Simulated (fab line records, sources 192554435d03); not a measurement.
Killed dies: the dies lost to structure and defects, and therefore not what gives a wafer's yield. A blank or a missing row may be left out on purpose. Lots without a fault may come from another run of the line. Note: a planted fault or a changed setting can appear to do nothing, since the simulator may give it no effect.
Chamber matching | flow n5 finfet | pecvd-02 running N5_BEOL_M5_ILD_DEP_00: 3 sister chambers
The step deposits SiCOH lowk from DEMS/porogen, target thk 140.64 nm, time 25.9 s. 22 wafers are shown with their chamber, then 11 later ones without.

== WAFERS PAIRED WITH THEIR CHAMBERS ==
wafer  | chamber | throttle valve pct (%) | heater power w (W) | showerhead plenum p Torr (Torr)
L078.2 | 0       | 13.5                   | 252                | 5.715
L078.5 | 1       | 15.7                   | 340                | 5.722
L078.6 | 0       | 13.7                   | 264                | 5.728
L080.1 | 1       | 15.5                   | 295                | 5.725
L080.2 | 0       | 13.8                   | 228                | 5.726
L080.6 | 2       | 12.7                   | 351                | 5.755
L082.1 | 0       | 13.7                   | 271                | 5.715
L082.2 | 2       | 13.0                   | 396                | 5.744
L082.6 | 2       | 12.9                   | 386                | 5.735
L086.1 | 1       | 15.6                   | 315                | 5.741
L086.4 | 1       | 15.9                   | 327                | 5.740
L086.5 | 2       | 12.7                   | 316                | 5.750
L085.1 | 2       | 12.6                   | 313                | 5.757
L085.2 | 0       | 13.8                   | 219                | 5.721
L085.6 | 1       | 15.8                   | 327                | 5.733
L087.1 | 1       | 15.8                   | 308                | 5.732
L087.5 | 0       | 13.5                   | 217                | 5.720
L087.6 | 1       | 15.6                   | 308                | 5.740
L090.1 | 2       | 12.5                   | 380                | 5.772
L090.4 | 2       | 12.7                   | 367                | 5.765
L090.5 | 1       | 15.7                   | 314                | 5.743
L092.1 | 2       | 12.8                   | 320                | 5.768

SIGNATURES (means of the wafers above)
reading                  | chamber 0 | chamber 1 | chamber 2 | scatter within a chamber
throttle valve pct       | 13.667    | 15.700    | 12.738    | 0.144
heater power w           | 241.83    | 316.75    | 353.62    | 25.2
showerhead plenum p Torr | 5.72083   | 5.73450   | 5.75575   | 0.0094
Rule: for a wafer and a chamber, the distance is found by dividing, reading by reading, the gap between the wafer's reading and the chamber's mean by the reading's scatter, squaring, summing and taking the root. The wafer belongs to the nearest chamber; if the next one is less than 2 further off, it can't be placed. The scatter: the root of (the sum of the squares of (reading less its chamber's mean) over the shown wafers, divided by (wafers less chambers)).

== WAFERS WITHOUT THEIR CHAMBER ==
wafer  | throttle valve pct (%) | heater power w (W) | showerhead plenum p Torr (Torr)
L092.3 | 15.5                   | 333                | 5.758
L092.5 | 12.9                   | 326                | 5.757
L094.1 | 12.5                   | 317                | 5.757
L094.2 | 15.7                   | 272                | 5.736
L094.4 | 15.4                   | 274                | 5.748
L095.2 | 15.5                   | 321                | 5.728
L095.5 | 15.4                   | 312                | 5.753
L095.6 | 12.8                   | 378                | 5.774
L097.2 | 14.0                   | 263                | 5.732
L097.4 | 13.7                   | 271                | 5.739
L097.6 | 12.6                   | 309                | 5.761

== WHICH CHAMBER EACH WENT THROUGH ==
wafer  | from the rows above | in truth
L092.3 | 1                   | 1
L092.5 | 2                   | 2
L094.1 | 2                   | 2
L094.2 | 1                   | 1
L094.4 | 1                   | 1
L095.2 | 1                   | 1
L095.5 | 1                   | 1
L095.6 | 2                   | 2
L097.2 | 0                   | 0
L097.4 | 0                   | 0
L097.6 | 2                   | 2
Placed correctly: 11 of 11. Not placeable from these rows: 0. Number placed wrongly: 0.
